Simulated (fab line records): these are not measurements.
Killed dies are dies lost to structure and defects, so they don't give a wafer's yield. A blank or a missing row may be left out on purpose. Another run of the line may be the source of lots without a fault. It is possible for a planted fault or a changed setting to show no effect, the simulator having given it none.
Problem report in the 8D (eight disciplines) form, filled by code :: flow n5 finfet :: the parts of the form that need people (team, actions taken, sign-off) are left out

## 1. WHAT IS WRONG
IOFF_P_LIN at N5_BEOL_M4_RC_MEAS_101 reads a mean of 0.393 nA/um on 1 wafer of 1 lot; wafers without a fault read 0.101 nA/um with a standard deviation of 0.014. Relative to the usual mean, that is a shift of +21 standard deviations.
First seen on wafer L453.2, day 10 23:59, on prober-02. The record has a number at this step for 8 wafers belonging to 3 lots. Rule for "out", or "out of limits": more than 4 standard deviations from the usual mean. All remaining wafers that have a number are taken as sound.

## 2. WHAT THIS IS AND IS NOT
question: which readings at this step
is: IOFF_P_LIN, IOFF_P, IOFF_P_85C, IOFF_P_LONG, ION_P, VT_P, VT_P_LONG, VT_P_LVT
is not: DIBL_N, DIBL_P, IOFF_N, ION_N, SS_N, SS_P, VT_N

question: which lots
is: L453
is not: L445, L460

question: which wafers of those lots
is: L453.2
is not: L453.3

question: read on which gauges
is: prober-02
is not: -

question: when
is: from day 10 23:59
is not: up to then (4 sound wafers); but 3 sound wafers of L460 came after

## 3. THE SUSPECTS, EACH WITH WHAT RULES IT OUT
Counting: any tool at a process step up to the reading remains a suspect provided it ran every lot that is out. Sound lots after the first of them don't rule it out here, since some wafers of a struck lot are sound.
- ruled out: the gauge at N5_BEOL_M4_RC_MEAS_101. All the wafers that are out were read on prober-02, but those of them that N5_PASSIVATION_PROBE_49 has rows for are out there too, on other tools.
- ald metal-03 at N5_HKMG_FIN_PWFM_ALD_03 (deposits TiN, target thk 2 nm, pulse time 1 s, purge time 3 s): kept. The lot that is out, L453, ran on it at day 6 23:28; the last sound lot it ran before that was L445, at day 4 19:49.
- At N5_HKMG_FIN_PWFM_ALD_03 on ald metal-03, chamber 2 took the sound wafers of the same lots and chamber 3 took the wafers that are out.
The count leaves ald metal-03 at N5_HKMG_FIN_PWFM_ALD_03.

## 4. THE CAUSE (what the simulator had put in)
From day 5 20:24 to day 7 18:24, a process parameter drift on ald metal-03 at N5_HKMG_FIN_PWFM_ALD_03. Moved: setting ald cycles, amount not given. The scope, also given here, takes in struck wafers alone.
The count eliminated every tool but this one.

## 5. THE EFFECT CHAIN, in route order
Rows list readings where the struck wafers' mean (over those with a number) sits beyond 3 standard deviations from the usual. Only readings for which the record gives a usual standard deviation are gone through. hours: the time from each lot's start at the first step in this table that gives one to its start at this step, as a median over the lots. sigmas: the change in usual standard deviations.
hours: 0
step: N5_BEOL_M4_RC_MEAS_101
reading: IOFF_P
usual: 0.21 nA/um
on struck wafers: 0.86
change: +0.65
sigmas: +17

hours: 0
step: N5_BEOL_M4_RC_MEAS_101
reading: IOFF_P_85C
usual: 3.7 nA/um
on struck wafers: 11.9
change: +8.2
sigmas: +14

hours: 0
step: N5_BEOL_M4_RC_MEAS_101
reading: IOFF_P_LIN
usual: 0.101 nA/um
on struck wafers: 0.393
change: +0.292
sigmas: +21

hours: 0
step: N5_BEOL_M4_RC_MEAS_101
reading: IOFF_P_LONG
usual: 0.000106 nA/um
on struck wafers: 0.000244
change: +0.000138
sigmas: +13

hours: 0
step: N5_BEOL_M4_RC_MEAS_101
reading: ION_P
usual: 463 uA/um
on struck wafers: 503
change: +40
sigmas: +4.1

hours: 0
step: N5_BEOL_M4_RC_MEAS_101
reading: VT_P
usual: -250 mV
on struck wafers: -213
change: +37
sigmas: +9.7

hours: 0
step: N5_BEOL_M4_RC_MEAS_101
reading: VT_P_LONG
usual: -275 mV
on struck wafers: -242
change: +33
sigmas: +9.2

hours: 0
step: N5_BEOL_M4_RC_MEAS_101
reading: VT_P_LVT
usual: -99 mV
on struck wafers: -62
change: +37
sigmas: +11

hours: 109
step: N5_PASSIVATION_PROBE_49
reading: sort n pass
usual: 1075
on struck wafers: 122
change: -953
sigmas: -50

hours: 109
step: N5_PASSIVATION_PROBE_49
reading: sort yield pct
usual: 91.1 %
on struck wafers: 10.3
change: -80.8
sigmas: -50
It contains these process steps:
- N5_PASSIVATION_PROBE_49

## 6. WHAT WOULD HAVE CAUGHT IT SOONER
In this record the first reading out of limits at a measuring or inspecting step was taken at day 10 23:59, 124 hours after the fault began at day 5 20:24.
No tool reading at N5_HKMG_FIN_PWFM_ALD_03 that has a usual standard deviation in the record was out on any struck wafer, so an alarm limit of 4 standard deviations on those readings would not have fired.
By day 10 23:59 the whole set of lots that are out, 1 in number, had already begun N5_HKMG_FIN_PWFM_ALD_03 on ald metal-03. Had the tool been put on hold then, not one of them would have been saved.
